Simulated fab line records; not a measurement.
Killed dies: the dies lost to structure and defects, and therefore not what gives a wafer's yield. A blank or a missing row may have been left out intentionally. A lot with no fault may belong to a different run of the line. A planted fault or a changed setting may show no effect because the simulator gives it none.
Which tool did it? + flow n5 finfet + 9 lots with 27 wafers sampled at 4 steps, on a route of 1938 steps

== WHAT THE GAUGES SHOWED, per wafer ==
N5_BEOL_M1_INSPECT_30: inspects for defects (brightfield).
| lot  | measured     | on                | raw defect count |
|------|--------------|-------------------|------------------|
| L965 | day 6 14:40  | defect inspect-01 | 274 344 379      |
| L966 | day 6 15:00  | defect inspect-02 | 379 517 492      |
| L970 | day 8 02:04  | defect inspect-01 | 385 331 379      |
| L975 | day 8 23:38  | defect inspect-01 | 1329 1481 1693   |
| L978 | day 10 02:58 | defect inspect-02 | 1440 1520 1501   |
| L980 | day 10 15:10 | defect inspect-01 | 479 409 463      |
| L981 | day 10 18:12 | defect inspect-02 | 264 292 338      |
| L986 | day 11 21:52 | defect inspect-02 | 392 392 457      |
| L987 | day 12 07:03 | defect inspect-01 | 335 410 351      |

== WHICH TOOL RAN EACH LOT (tool, then ch and the chambers of the sampled wafers, then the start) ==
| lot  | N5_BEOL_M0_DEP_125              | N5_BEOL_M1_ETCH_63                 | N5_BEOL_M1_STRIP_66                |
|------|---------------------------------|------------------------------------|------------------------------------|
| L965 | pecvd-03 ch 0,1, day 6 10:19    | rie diel-05 ch 1,2, day 6 13:46    | rie diel-05 ch 1,2, day 6 13:56    |
| L966 | pecvd-03 ch 0,1, day 6 11:49    | rie diel-05 ch 0,1, day 6 14:00    | rie diel-05 ch 0,1, day 6 14:09    |
| L970 | pecvd-01 ch 0,1, day 7 21:25    | rie diel-04 ch 0,2, day 8 01:10    | rie diel-04 ch 0,2, day 8 01:19    |
| L975 | pecvd-04 ch 1,2, day 8 20:44    | rie diel-05 ch 0,1,3, day 8 22:43  | rie diel-05 ch 0,1,3, day 8 22:52  |
| L978 | pecvd-01 ch 0,1, day 10 00:38   | rie diel-05 ch 0,2,3, day 10 01:58 | rie diel-05 ch 0,2,3, day 10 02:07 |
| L980 | pecvd-03 ch 0,2, day 10 12:38   | rie diel-04 ch 0,1,2, day 10 14:15 | rie diel-04 ch 0,1,2, day 10 14:25 |
| L981 | pecvd-01 ch 0,1, day 10 13:05   | rie diel-04 ch 0,2, day 10 17:10   | rie diel-04 ch 0,2, day 10 17:19   |
| L986 | pecvd-04 ch 0,1,2, day 11 18:02 | rie diel-04 ch 1,3, day 11 20:53   | rie diel-04 ch 1,3, day 11 21:03   |
| L987 | pecvd-01 ch 0,2, day 12 04:54   | rie diel-05 ch 0,2, day 12 06:08   | rie diel-05 ch 0,2, day 12 06:18   |
- N5_BEOL_M0_DEP_125: deposits SiCN from 3MS/NH3, target thk 8 nm, time 14 s.
- N5_BEOL_M1_ETCH_63: etches SiARC in CF4, target depth 15.6 nm, time 26 s.
- N5_BEOL_M1_STRIP_66: strips in CF4.

== THE ANSWER, worked out from the rows above alone ==
Rule: the lots themselves supply what counts as usual. The widest of any qualifying gaps counts: lots, ordered by their means at a reading, are off when they make up no more than a third of the lots, leave a main group of 4 or more, and stand apart from it by 3 or more times the standard deviation of that group's means. A main group whose means are all the same, to the digits that the tables above print for the reading, isn't used. Also off: a lot with no number at a reading for which 4 or more lots have one. Where the step has rows for the other lots, those lots are counted as sound.
Off at N5_BEOL_M1_INSPECT_30 (raw defect count): L975, L978. Mean 384 and standard deviation 56 in the main group.
A tool fits if, at a process step before that reading, it ran every lot that is off, and no sound lot after the first of them. The gauges at N5_BEOL_M1_INSPECT_30 are tried like those tools. Of those tried, none fits.

== WHAT THE SIMULATOR HAD PUT IN ==
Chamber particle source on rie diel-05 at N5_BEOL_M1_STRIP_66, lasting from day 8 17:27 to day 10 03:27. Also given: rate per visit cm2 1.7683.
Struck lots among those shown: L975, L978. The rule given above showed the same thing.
